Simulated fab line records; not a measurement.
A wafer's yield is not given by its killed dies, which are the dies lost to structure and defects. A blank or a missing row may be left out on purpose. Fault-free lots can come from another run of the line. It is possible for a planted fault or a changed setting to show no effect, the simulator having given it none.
fab line records	flow n5-finfet	part 1 of 2: steps 1 to 4 of 6
record: lots: 23	wafers: 69	last-day: 18
route steps=1938 shown BEOL_M10@1506 BEOL_M11@1572
lots with no fault: from the same line, run without faults
start-h: hours from the record's opening day to when the first of the lot's shown wafers began	wait-h: how many hours have passed since the lot's step before this one	" same as the row above	L1.1+2: a row that stands for several wafers	- value missing, or start not given	* or withheld: withheld	< > ~ a bound
route shown NAME@n: NAME is a module with steps in the file, n the number in the route of the first one	usual: mean/standard deviation taken from wafers without a fault	same: alike in all rows	chamber/n: place in a boat	sites: per-site readings	_std_site: standard deviation across them	_edge_site: inner sites' mean taken away from outer sites' mean	radius-mm: how far each site lies from the wafer's centre	mask NAME#n: copy n	behind: tool/chamber where the wafer was last shaped	hold: reason for holding the lot/hours on hold/outcome of the hold	device: names the non-switching transistor (n, p or np)	end of line: tests run on the same wafers once the route is complete	a step given without rows: its recipe and nothing more	killed: dies lost to structure and defects at the first sort, not the wafer's yield	map: a wafer's dies, x killed, . not, _ none there
set.NAME: the setting as run; set.NAME@STEP: as run at that earlier step	model.NAME: the simulator's own value behind a step, which no gauge read
one table for each step of the route and one row for each wafer, over a sample of lots
services: a tool's chamber out of use, with start hour (start-h, from the record's first day; less than 0 if before it), hours out, and reason
== steps ==
step: N5_BEOL_M10_ETCH_65
recipe: chemistry: CF4	target: SiARC	target-depth-a: 390	mask-material: CAR-ArF	time-s: 65	ion-energy-ev: 80	pressure-mtorr: 40	source-w: 545	bias-w: 36	Ar_flow_sccm: 100	cf4-flow-sccm: 100	ends: cleared
usual: drypump-motor-current-A: 5.7/0.44	etch-rf-on-time-s: 65.2/1.6	oes-product-au: 0.68/0.086	rf-vpp-V: 184.2/1.3	showerhead-plenum-p-Torr: 2.15/0.09	throttle-valve-pct: 15.61/0.26
lot.wafer	tool	chamber	start-h	wait-h	drypump-motor-current-A	etch-rf-on-time-s	oes-product-au	rf-hours-counter-h	rf-vpp-V	showerhead-plenum-p-Torr	throttle-valve-pct
L074.1	rie-diel-01	1	216.49	0.0	6.1	67.4	0.59	209	185.0	2.13	15.96
L074.3	"	2	"	"	6.4	65.2	0.58	244	186.0	2.19	15.66
L074.6	"	3	"	"	5.3	66.0	0.60	-	183.6	2.11	15.69
L075.1	rie-diel-05	3	223.58	0.0	5.1	65.5	0.60	223	183.7	2.13	15.74
L075.4	"	0	"	"	5.3	65.9	0.63	-	182.0	1.97	15.87
L075.5	"	3	"	"	5.1	65.7	0.61	-	183.6	2.13	15.73
L076.2	rie-diel-01	3	240.11	0.0	5.3	64.7	0.60	240	185.0	2.11	15.71
L076.3	"	0	"	"	5.5	65.1	0.65	103	183.8	2.15	15.39
L076.6	"	1	"	"	6.1	66.4	0.59	-	183.3	2.13	15.96
L077.1	rie-diel-01	0	245.36	0.0	5.4	65.4	0.66	106	187.0	2.15	15.40
L077.2	"	1	"	"	6.1	66.6	0.58	220	182.9	2.13	15.99
L077.4	"	3	"	"	5.3	64.9	0.60	-	183.5	2.11	15.70
L080.2	rie-diel-06	1	250.52	0.0	5.7	62.9	0.80	9	184.1	2.12	15.56
L080.3	"	3	"	"	5.7	65.8	0.65	153	187.3	2.23	15.76
L080.4	"	2	"	"	5.6	63.1	0.59	237	183.3	2.03	15.73
L078.1	rie-diel-01	3	255.03	0.0	5.3	66.0	0.60	248	183.3	2.11	15.70
L078.2	"	1	"	"	6.1	67.3	0.59	224	184.5	2.13	16.00
L078.6	"	1	"	"	6.1	67.0	0.59	-	184.0	2.13	15.99
L079.1	rie-diel-05	1	255.68	0.0	6.6	63.6	0.78	38	185.6	2.28	15.68
L079.3	"	3	"	"	5.1	65.8	0.59	235	183.3	2.12	15.75
L079.5	"	3	"	"	5.1	65.9	0.60	-	182.9	2.12	15.78
L081.1	rie-diel-05	0	265.18	0.0	5.3	65.8	0.62	189	182.4	1.96	15.91
L081.3	"	3	"	"	5.1	65.8	0.60	238	184.3	2.12	15.78
L081.6	"	2	"	"	5.5	64.7	0.80	-	185.1	2.28	15.23
L083.3	rie-diel-06	3	267.50	0.0	5.7	66.3	0.64	159	185.2	2.23	15.78
L083.4	"	2	"	"	5.6	63.8	0.59	243	183.0	2.03	15.73
L083.5	"	1	"	"	5.8	62.7	0.79	-	182.3	2.12	15.55
L082.2	rie-diel-05	0	274.59	0.0	5.3	66.1	0.61	192	181.9	1.96	15.92
L082.3	"	2	"	"	5.4	64.3	0.79	16	186.4	2.28	15.23
L082.6	"	2	"	"	5.4	65.6	0.78	-	185.3	2.28	15.25
L084.1	rie-diel-06	1	282.79	0.0	5.7	63.4	0.77	20	184.3	2.12	15.56
L084.2	"	2	"	"	5.6	63.3	0.58	248	183.1	2.02	15.75
L084.5	"	3	"	"	5.7	66.4	0.64	-	185.0	2.23	15.77
L085.2	rie-diel-05	0	283.26	0.0	5.3	66.4	0.62	195	181.0	1.96	15.90
L085.5	"	2	"	"	5.4	65.0	0.77	-	185.0	2.27	15.24
L085.6	"	1	"	"	6.6	64.0	0.76	-	185.8	2.28	15.72
L086.1	rie-diel-01	0	296.54	0.0	5.5	66.5	0.63	128	184.5	2.14	15.44
L086.2	"	1	"	"	6.1	67.4	0.57	242	184.7	2.12	16.03
L086.5	"	1	"	"	6.1	67.4	0.58	-	182.8	2.12	16.04
L087.2	rie-diel-01	1	300.16	0.0	6.1	67.3	0.58	244	183.8	2.12	16.02
L087.4	"	3	"	"	5.3	64.0	0.81	6	185.9	2.11	15.22
L087.6	"	3	"	"	5.3	64.4	0.81	-	184.6	2.11	15.23
L089.2	rie-diel-01	0	303.65	0.0	5.5	66.7	0.63	131	184.6	2.14	15.44
L089.4	"	3	"	"	5.3	64.2	0.81	7	183.0	2.11	15.25
L089.6	"	1	"	"	6.1	67.1	0.58	-	183.3	2.12	16.03
L088.1	rie-diel-06	1	308.37	0.0	5.8	63.8	0.75	28	184.2	2.12	15.58
L088.5	"	0	"	"	6.0	68.8	0.61	-	185.3	2.20	15.68
L088.6	"	1	"	"	5.8	63.3	0.77	-	183.2	2.12	15.58
L091.4	rie-diel-01	3	308.83	0.0	5.3	64.2	0.80	9	182.8	2.11	15.25
L091.5	"	1	"	"	6.1	67.3	0.58	-	183.6	2.12	16.05
L091.6	"	2	"	"	6.4	63.1	0.79	-	184.9	2.18	15.19
L090.1	rie-diel-06	2	318.12	0.0	5.6	62.5	0.86	2	184.6	2.27	15.25
L090.2	"	1	"	"	5.8	62.8	0.76	31	182.5	2.12	15.60
L090.6	"	2	"	"	5.6	62.4	0.86	-	186.4	2.27	15.23
L092.1	rie-diel-01	2	327.43	0.0	6.3	63.2	0.77	28	185.2	2.17	15.23
L092.2	"	0	"	"	5.5	66.2	0.63	139	184.7	2.14	15.47
L092.4	"	3	"	"	5.3	63.8	0.79	-	185.3	2.10	15.26
L093.1	rie-diel-05	0	334.80	0.0	5.3	66.4	0.60	216	182.6	1.95	15.95
L093.3	"	1	"	"	6.6	63.6	0.74	67	185.2	2.27	15.74
L093.4	"	2	"	"	5.5	65.4	0.74	41	185.1	2.27	15.28
L095.2	rie-diel-05	3	353.07	0.0	5.1	64.7	0.81	11	182.5	2.11	15.31
L095.4	"	1	"	"	6.6	63.6	0.73	72	185.2	2.27	15.75
L095.5	"	2	"	"	5.4	65.4	0.73	-	186.5	2.27	15.28
L096.1	rie-diel-05	0	369.50	0.0	5.3	66.4	0.59	228	181.7	1.95	15.97
L096.4	"	0	"	"	5.3	66.4	0.60	-	181.4	1.95	15.97
L096.5	"	1	"	"	6.6	63.2	0.73	-	186.2	2.27	15.75
L094.1	rie-diel-05	1	369.97	0.0	6.6	63.3	0.74	78	185.0	2.27	15.79
L094.3	"	2	"	"	5.4	65.7	0.73	52	184.8	2.26	15.32
L094.6	"	2	"	"	5.4	66.0	0.72	-	185.6	2.26	15.33
step: N5_BEOL_M10_STRIP_36
recipe: chemistry: N2/H2	power-w: 450	temp-c: 40	pressure-mtorr: 20	rf-frequency-hz: 6e+07	overash-fraction: 0.3	bias-power-w: 7	h2-frac: 0.5	n2-flow-sccm: 200	h2-flow-sccm: 200
usual: bias-power-w: 6.999/0.021	drypump-motor-current-A: 5.7/0.44	oes-product-au: 0.80/0.1	rf-vpp-V: 59.3/1.6	showerhead-plenum-p-Torr: 2.55/0.11	throttle-valve-pct: 23.6/0.35
lot.wafer	tool	chamber	start-h	wait-h	bias-power-w	drypump-motor-current-A	oes-product-au	rf-hours-counter-h	rf-vpp-V	showerhead-plenum-p-Torr	throttle-valve-pct
L074.1	rie-diel-01	1	216.73	0.0	7.006	6.1	0.70	209	59.6	2.53	23.9
L074.3	"	2	"	"	6.951	6.4	0.68	244	61.5	2.60	23.3
L074.6	"	3	"	"	7.032	5.3	0.70	-	54.8	2.52	23.6
L075.1	rie-diel-05	3	223.93	0.0	6.984	5.1	0.71	223	56.3	2.49	23.5
L075.4	"	0	"	"	6.963	5.3	0.73	-	59.7	2.34	24.2
L075.5	"	3	"	"	6.997	5.1	0.70	-	60.9	2.49	23.5
L076.2	rie-diel-01	3	240.35	0.0	6.995	5.3	0.70	241	59.2	2.52	23.6
L076.3	"	0	"	"	6.990	5.5	0.78	103	59.8	2.56	23.4
L076.6	"	1	"	"	7.003	6.1	0.69	-	58.0	2.52	24.0
L077.1	rie-diel-01	0	245.60	0.0	6.973	5.4	0.78	106	56.8	2.56	23.4
L077.2	"	1	"	"	6.982	6.1	0.68	220	58.4	2.52	24.0
L077.4	"	3	"	"	6.982	5.3	0.71	-	58.4	2.51	23.6
L080.2	rie-diel-06	1	250.76	0.0	7.006	5.7	0.94	9	58.4	2.51	23.9
L080.3	"	3	"	"	6.980	5.7	0.77	154	57.9	2.62	23.3
L080.4	"	2	"	"	7.016	5.6	0.67	238	59.3	2.40	23.7
L078.1	rie-diel-01	3	255.27	0.0	6.995	5.3	0.70	248	62.6	2.51	23.6
L078.2	"	1	"	"	6.978	6.1	0.68	224	59.3	2.52	24.0
L078.6	"	1	"	"	6.996	6.1	0.68	-	60.1	2.52	24.0
L079.1	rie-diel-05	1	255.92	0.0	7.029	6.6	0.92	38	58.5	2.72	23.9
L079.3	"	3	"	"	7.023	5.1	0.70	235	59.2	2.48	23.6
L079.5	"	3	"	"	6.987	5.1	0.69	-	60.6	2.48	23.5
L081.1	rie-diel-05	0	265.41	0.0	7.004	5.3	0.71	189	59.2	2.33	24.2
L081.3	"	3	"	"	7.013	5.1	0.70	238	60.5	2.48	23.6
L081.6	"	2	"	"	7.041	5.5	0.94	-	60.6	2.71	23.2
L083.3	rie-diel-06	3	267.74	0.0	6.988	5.7	0.76	159	56.4	2.62	23.3
L083.4	"	2	"	"	7.000	5.6	0.68	243	60.8	2.40	23.8
L083.5	"	1	"	"	6.986	5.7	0.91	-	58.8	2.50	23.9
L082.2	rie-diel-05	0	274.83	0.0	6.998	5.3	0.72	192	60.2	2.33	24.2
L082.3	"	2	"	"	7.015	5.4	0.91	17	61.3	2.70	23.2
L082.6	"	2	"	"	7.002	5.4	0.93	-	62.8	2.71	23.2
L084.1	rie-diel-06	1	283.03	0.0	6.987	5.8	0.90	20	56.5	2.50	23.9
L084.2	"	2	"	"	6.971	5.6	0.66	248	56.7	2.39	23.8
L084.5	"	3	"	"	6.976	5.7	0.77	-	59.8	2.62	23.4
L085.2	rie-diel-05	0	283.50	0.0	6.989	5.3	0.71	195	59.3	2.33	24.2
L085.5	"	2	"	"	6.989	5.4	0.91	-	60.1	2.70	23.2
L085.6	"	1	"	"	7.021	6.6	0.89	-	58.3	2.72	24.0
L086.1	rie-diel-01	0	296.78	0.0	7.028	5.5	0.75	129	60.4	2.54	23.5
L086.2	"	1	"	"	6.975	6.1	0.67	242	59.9	2.51	24.0
L086.5	"	1	"	"	6.957	6.1	0.68	-	59.8	2.51	24.0
L087.2	rie-diel-01	1	300.40	0.0	7.011	6.1	0.67	244	57.0	2.51	24.0
L087.4	"	3	"	"	7.006	5.3	0.97	6	59.4	2.51	23.3
L087.6	"	3	"	"	7.008	5.3	0.96	-	60.3	2.51	23.3
L089.2	rie-diel-01	0	303.89	0.0	7.027	5.5	0.75	131	58.4	2.54	23.5
L089.4	"	3	"	"	6.972	5.3	0.94	7	61.7	2.51	23.3
L089.6	"	1	"	"	6.990	6.1	0.66	-	59.8	2.51	24.0
L088.1	rie-diel-06	1	308.61	0.0	7.013	5.7	0.88	28	59.9	2.50	23.9
L088.5	"	0	"	"	6.956	6.1	0.72	-	60.3	2.62	23.9
L088.6	"	1	"	"	6.998	5.8	0.88	-	58.7	2.50	23.9
L091.4	rie-diel-01	3	309.07	0.0	7.012	5.3	0.95	9	58.5	2.51	23.3
L091.5	"	1	"	"	7.016	6.1	0.68	-	56.7	2.51	24.0
L091.6	"	2	"	"	6.974	6.3	0.91	-	61.0	2.59	22.9
L090.1	rie-diel-06	2	318.36	0.0	6.991	5.6	1.00	2	60.5	2.71	23.3
L090.2	"	1	"	"	7.003	5.8	0.87	31	58.2	2.50	23.9
L090.6	"	2	"	"	6.999	5.6	0.99	-	58.9	2.71	23.3
L092.1	rie-diel-01	2	327.66	0.0	6.981	6.4	0.91	28	59.5	2.58	23.0
L092.2	"	0	"	"	7.000	5.4	0.73	140	60.2	2.54	23.5
L092.4	"	3	"	"	7.009	5.3	0.94	-	59.7	2.51	23.3
L093.1	rie-diel-05	0	335.04	0.0	7.001	5.3	0.71	216	57.9	2.32	24.2
L093.3	"	1	"	"	6.996	6.6	0.87	67	62.2	2.71	24.0
L093.4	"	2	"	"	7.014	5.5	0.86	41	61.1	2.69	23.3
L095.2	rie-diel-05	3	353.31	0.0	6.983	5.1	0.96	11	60.1	2.47	23.2
L095.4	"	1	"	"	7.000	6.6	0.87	72	59.9	2.70	24.0
L095.5	"	2	"	"	7.013	5.4	0.86	-	58.1	2.69	23.3
L096.1	rie-diel-05	0	369.74	0.0	6.968	5.3	0.68	228	56.3	2.32	24.2
L096.4	"	0	"	"	7.014	5.3	0.68	-	59.0	2.32	24.3
L096.5	"	1	"	"	6.958	6.6	0.86	-	56.1	2.70	24.0
L094.1	rie-diel-05	1	370.20	0.0	7.005	6.6	0.87	79	58.9	2.70	23.9
L094.3	"	2	"	"	6.989	5.4	0.87	52	59.1	2.69	23.2
L094.6	"	2	"	"	6.995	5.5	0.87	-	61.4	2.69	23.2
step: N5_BEOL_M10_ALD_74
recipe: material: TaN	target-thk-a: 20	temp-c: 275	ald-precursor-family: PDMAT	ald-co-reactant: NH3	pressure-torr: 3	carrier-flow-sccm: 1500	pulse-time-s: 2	purge-time-s: 3	co-reactant-purge-time-s: 2	co-reactant-pulse-time-s: 3	ald-cycles: 40	precursor-vessel-temp-c: 75	precursor-vessel-pressure-torr: 26.25	precursor-vessel-carrier-sccm: 1000
usual: heater-power-w: 404/43
lot.wafer	tool	chamber	start-h	wait-h	heater-power-w
L074.1	ald-metal-03	1	217.95	0.1	447
L074.3	"	0	"	"	391
L074.6	"	2	"	"	439
L075.1	ald-metal-02	0	225.21	0.0	358
L075.4	"	3	"	"	464
L075.5	"	0	"	"	356
L076.2	ald-metal-01	2	241.68	0.0	342
L076.3	"	1	"	"	340
L076.6	"	3	"	"	379
L077.1	ald-metal-01	3	246.57	0.1	379
L077.2	"	0	"	"	434
L077.4	"	2	"	"	346
L080.2	ald-metal-02	1	253.59	0.0	452
L080.3	"	0	"	"	358
L080.4	"	2	"	"	375
L078.1	ald-metal-01	3	256.43	0.0	393
L078.2	"	2	"	"	342
L078.6	"	0	"	"	422
L079.1	ald-metal-03	3	257.23	0.2	445
L079.3	"	0	"	"	392
L079.5	"	3	"	"	449
L081.1	ald-metal-01	3	266.43	0.2	379
L081.3	"	0	"	"	416
L081.6	"	0	"	"	436
L083.3	ald-metal-01	2	271.03	0.0	344
L083.4	"	0	"	"	429
L083.5	"	1	"	"	351
L082.2	ald-metal-03	0	275.99	0.1	410
L082.3	"	2	"	"	454
L082.6	"	3	"	"	443
L084.1	ald-metal-03	2	283.95	0.0	451
L084.2	"	3	"	"	442
L084.5	"	3	"	"	446
L085.2	ald-metal-03	3	284.71	0.0	442
L085.5	"	3	"	"	446
L085.6	"	2	"	"	441
L086.1	ald-metal-01	0	298.49	0.0	429
L086.2	"	2	"	"	341
L086.5	"	1	"	"	344
L087.2	ald-metal-03	3	301.38	0.2	431
L087.4	"	2	"	"	445
L087.6	"	3	"	"	449
L089.2	ald-metal-02	2	305.09	0.0	388
L089.4	"	1	"	"	453
L089.6	"	1	"	"	451
L088.1	ald-metal-01	3	309.70	0.1	375
L088.5	"	2	"	"	343
L088.6	"	3	"	"	388
L091.4	ald-metal-01	3	310.25	0.0	371
L091.5	"	0	"	"	431
L091.6	"	3	"	"	379
L090.1	ald-metal-02	2	319.81	0.3	378
L090.2	"	3	"	"	468
L090.6	"	1	"	"	467
L092.1	ald-metal-01	2	328.53	0.0	351
L092.2	"	0	"	"	430
L092.4	"	2	"	"	345
L093.1	ald-metal-02	3	336.68	0.2	460
L093.3	"	1	"	"	458
L093.4	"	1	"	"	458
L095.2	ald-metal-02	0	354.43	0.0	381
L095.4	"	3	"	"	452
L095.5	"	1	"	"	418
L096.1	ald-metal-01	2	371.00	0.1	357
L096.4	"	0	"	"	419
L096.5	"	1	"	"	340
L094.1	ald-metal-03	0	371.06	0.0	408
L094.3	"	2	"	"	452
L094.6	"	1	"	"	454
step: N5_BEOL_M10_DEP_56
recipe: material: SiCN	target-thk-a: 150	temp-c: withheld	precursor: 3MS/NH3	pressure-torr: 3	rf-w: 202	time-s: 26.5
usual: showerhead-plenum-p-Torr: 3.660/0.014	throttle-valve-pct: 9.1/0.38
same: time-s: 26.5
lot.wafer	tool	chamber	start-h	wait-h	showerhead-plenum-p-Torr	throttle-valve-pct
L074.1	pecvd-04	0	220.36	0.0	3.661	9.4
L074.3	"	2	"	"	3.648	9.1
L074.6	"	0	"	"	3.654	9.1
L075.1	pecvd-01	2	227.27	0.0	3.679	8.9
L075.4	"	1	"	"	3.642	9.1
L075.5	"	2	"	"	3.677	8.6
L076.2	pecvd-04	1	243.30	0.0	3.654	8.5
L076.3	"	0	"	"	3.655	9.6
L076.6	"	1	"	"	3.656	9.0
L077.1	pecvd-01	0	248.30	0.0	3.659	9.5
L077.2	"	1	"	"	3.642	9.0
L077.4	"	1	"	"	3.647	8.8
L080.2	pecvd-03	0	255.08	0.0	3.650	9.5
L080.3	"	2	"	"	3.684	8.3
L080.4	"	0	"	"	3.656	9.7
L078.1	pecvd-01	1	258.03	0.0	3.653	9.0
L078.2	"	2	"	"	3.683	9.0
L078.6	"	2	"	"	3.673	8.9
L079.1	pecvd-03	0	258.60	0.0	3.650	9.6
L079.3	"	1	"	"	3.654	9.0
L079.5	"	0	"	"	3.667	9.5
L081.1	pecvd-01	1	267.87	0.0	3.644	9.0
L081.3	"	0	"	"	3.657	9.4
L081.6	"	1	"	"	3.652	9.2
L083.3	pecvd-01	1	272.47	0.0	3.647	9.0
L083.4	"	0	"	"	3.659	9.2
L083.5	"	1	"	"	3.646	8.8
L082.2	pecvd-01	1	277.73	0.0	3.645	9.1
L082.3	"	2	"	"	3.679	8.9
L082.6	"	1	"	"	3.655	9.0
L084.1	pecvd-04	1	285.37	0.0	3.649	8.6
L084.2	"	2	"	"	3.626	9.4
L084.5	"	1	"	"	3.650	8.8
L085.2	pecvd-03	2	286.33	0.0	3.689	8.3
L085.5	"	2	"	"	3.688	8.4
L085.6	"	1	"	"	3.668	9.1
L086.1	pecvd-04	2	299.99	0.0	3.645	9.5
L086.2	"	1	"	"	3.658	8.8
L086.5	"	2	"	"	3.633	9.8
L087.2	pecvd-03	0	303.23	0.0	3.656	9.7
L087.4	"	2	"	"	3.686	8.4
L087.6	"	0	"	"	3.663	9.6
L089.2	pecvd-04	2	306.61	0.0	3.642	9.5
L089.4	"	1	"	"	3.650	8.6
L089.6	"	0	"	"	3.659	9.4
L088.1	pecvd-01	2	311.24	0.0	3.688	8.9
L088.5	"	2	"	"	3.679	9.0
L088.6	"	0	"	"	3.662	9.4
L091.4	pecvd-03	1	312.13	0.0	3.664	9.1
L091.5	"	0	"	"	3.653	9.7
L091.6	"	2	"	"	3.688	7.9
L090.1	pecvd-03	2	322.06	0.0	3.681	8.4
L090.2	"	1	"	"	3.668	9.1
L090.6	"	1	"	"	3.665	9.1
L092.1	pecvd-04	2	330.45	0.0	3.640	9.6
L092.2	"	1	"	"	3.652	9.2
L092.4	"	1	"	"	3.650	8.8
L093.1	pecvd-04	2	348.82	0.0	3.639	9.5
L093.3	"	1	"	"	3.650	9.0
L093.4	"	2	"	"	3.638	9.5
L095.2	pecvd-03	0	356.05	0.0	3.660	9.6
L095.4	"	2	"	"	3.685	8.4
L095.5	"	1	"	"	3.667	9.2
L096.1	pecvd-03	0	372.41	0.0	3.655	9.4
L096.4	"	2	"	"	3.683	8.3
L096.5	"	0	"	"	3.653	9.4
L094.1	pecvd-04	1	372.68	0.0	3.644	8.9
L094.3	"	0	"	"	3.658	9.3
L094.6	"	1	"	"	3.646	9.0
